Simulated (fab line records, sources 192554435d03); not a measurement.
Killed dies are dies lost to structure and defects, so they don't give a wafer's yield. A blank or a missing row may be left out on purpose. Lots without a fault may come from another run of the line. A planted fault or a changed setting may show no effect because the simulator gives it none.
Split-lot experiment | flow n5_finfet | 7 lots, 39 wafers read, on a route of 1938 steps

THE SPLIT
At N5_MIM_BOT_SPUTTER_00 (material TiN, target thk 35 nm, time 89.7 s), the setting target_thk_a was moved away from the recipe's 350 angstrom on 15 of the 39 wafers read, by -50.1% to +57.5%. The other wafers ran this setting at the recipe's value.

The reading is taken at the split's own step.

THE READING
TiN_of_MIM_BOT_SPUTTER_00.thk_nm (the simulator's own value, which no gauge read), in nm, at N5_MIM_BOT_SPUTTER_00 (material TiN, target thk 35 nm, time 89.7 s). The file gives no usual value for it. The 24 wafers here that ran the recipe average 35.0 nm, standard deviation 0.27 nm.

wafer  | tool, chamber at the split | target_thk_a as run, angstrom | against the recipe | TiN_of_MIM_BOT_SPUTTER_00.thk_nm, nm | against lot-mates on the recipe
L074.1 | pvd_sputter-02, -          | 350                           | recipe             | 35                                   | -
L074.2 | pvd_sputter-02, -          | 350                           | recipe             | 35                                   | -
L074.4 | pvd_sputter-02, -          | 350                           | recipe             | 35                                   | -
L074.5 | pvd_sputter-02, -          | 350                           | recipe             | 35                                   | -
L074.6 | pvd_sputter-02, -          | 350                           | recipe             | 35                                   | -
L074.3 | pvd_sputter-02, -          | 350                           | recipe             | 34.8                                 | -
L075.1 | pvd_sputter-02, -          | 228.3                         | -34.8%             | 22.8                                 | -11.9
L075.2 | pvd_sputter-02, -          | 228.3                         | -34.8%             | 22.4                                 | -12.3
L075.4 | pvd_sputter-02, -          | 228.3                         | -34.8%             | 22.4                                 | -12.3
L075.3 | pvd_sputter-02, -          | 350                           | recipe             | 34.8                                 | -
L075.5 | pvd_sputter-02, -          | 350                           | recipe             | 34.6                                 | -
L075.6 | pvd_sputter-02, -          | 350                           | recipe             | 34.6                                 | -
L076.1 | pvd_sputter-02, -          | 533.5                         | +52.4%             | 53                                   | +18.3
L076.2 | pvd_sputter-02, -          | 533.5                         | +52.4%             | 53                                   | +18.3
L076.3 | pvd_sputter-02, -          | 533.5                         | +52.4%             | 53.2                                 | +18.5
L076.4 | pvd_sputter-02, -          | 350                           | recipe             | 34.8                                 | -
L076.6 | pvd_sputter-02, -          | 350                           | recipe             | 34.8                                 | -
L076.5 | pvd_sputter-02, -          | 350                           | recipe             | 34.6                                 | -
L079.1 | pvd_sputter-02, -          | 515.5                         | +47.3%             | 51.4                                 | +16.5
L079.2 | pvd_sputter-02, -          | 350                           | recipe             | 35.4                                 | -
L079.3 | pvd_sputter-02, -          | 515.5                         | +47.3%             | 51.2                                 | +16.3
L079.4 | pvd_sputter-02, -          | 515.5                         | +47.3%             | 51.6                                 | +16.7
L079.5 | pvd_sputter-02, -          | 350                           | recipe             | 34.6                                 | -
L079.6 | pvd_sputter-02, -          | 350                           | recipe             | 34.8                                 | -
L086.1 | pvd_sputter-03, -          | 551.4                         | +57.5%             | 55.4                                 | +19.9
L086.2 | pvd_sputter-03, -          | 350                           | recipe             | 35.6                                 | -
L086.3 | pvd_sputter-03, -          | 350                           | recipe             | 35.4                                 | -
L086.5 | pvd_sputter-03, -          | 350                           | recipe             | 35.4                                 | -
L086.4 | pvd_sputter-03, -          | 551.4                         | +57.5%             | 55.8                                 | +20.3
L086.6 | pvd_sputter-03, -          | 551.4                         | +57.5%             | 55.6                                 | +20.1
L092.1 | pvd_sputter-02, -          | 350                           | recipe             | 35                                   | -
L092.5 | pvd_sputter-02, -          | 350                           | recipe             | 35                                   | -
L092.6 | pvd_sputter-02, -          | 350                           | recipe             | 35.2                                 | -
L097.1 | pvd_sputter-02, -          | 174.8                         | -50.1%             | 17.6                                 | -17.5
L097.6 | pvd_sputter-02, -          | 174.8                         | -50.1%             | 17.6                                 | -17.5
L097.2 | pvd_sputter-02, -          | 350                           | recipe             | 35.2                                 | -
L097.5 | pvd_sputter-02, -          | 350                           | recipe             | 35.2                                 | -
L097.3 | pvd_sputter-02, -          | 350                           | recipe             | 35                                   | -
L097.4 | pvd_sputter-02, -          | 174.8                         | -50.1%             | 17.2                                 | -17.9

THE FIT
A straight line over all 39 wafers: TiN_of_MIM_BOT_SPUTTER_00.thk_nm changes by +0.352 nm for each +1% of target_thk_a; r = +1.00; the points scatter about the line by 0.3 nm.
The same after taking each lot's own level away (the mean of its wafers on the recipe; 39 wafers): +0.35 nm for each +1%; r = +1.00; scatter 0.16 nm.
On that fit, the largest move of target_thk_a shifts the reading by 20 nm.
The lots' own levels span 34.67 to 35.47 nm, that is 2.9 times the standard deviation above.
So the lot-to-lot level changes the slope little: the two slopes agree.
Check: with one of the wafers moved furthest among these (+57.5%) left out of the fit, the line predicts +20.2 nm for it against its lot-mates. It came out at +19.9 nm against them.

OTHER SPLITS ON THESE WAFERS
These wafers also went through other splits before the reading. Each is held against what the fit with the lots' levels taken away leaves over:
other split on the same wafers     | wafers away from the commonest value | r with TiN_of_MIM_BOT_SPUTTER_00.thk_nm (lot level and that fit taken away)
N5_BEOL_M7_ILD_DEP_00 target_thk_a | 18                                   | +0.08
N5_BEOL_M8_ETCH_66 target_depth_a  | 15                                   | -0.04
N5_BEOL_M12_ETCH_59 target_depth_a | 18                                   | +0.01
N5_BEOL_M13_SPUTTER_44 time_s      | 15                                   | +0.09

THE FILE'S OWN FIT
TiN_of_MIM_BOT_SPUTTER_00.thk_nm changes by +0.35 nm for each +1% of target_thk_a, r = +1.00.
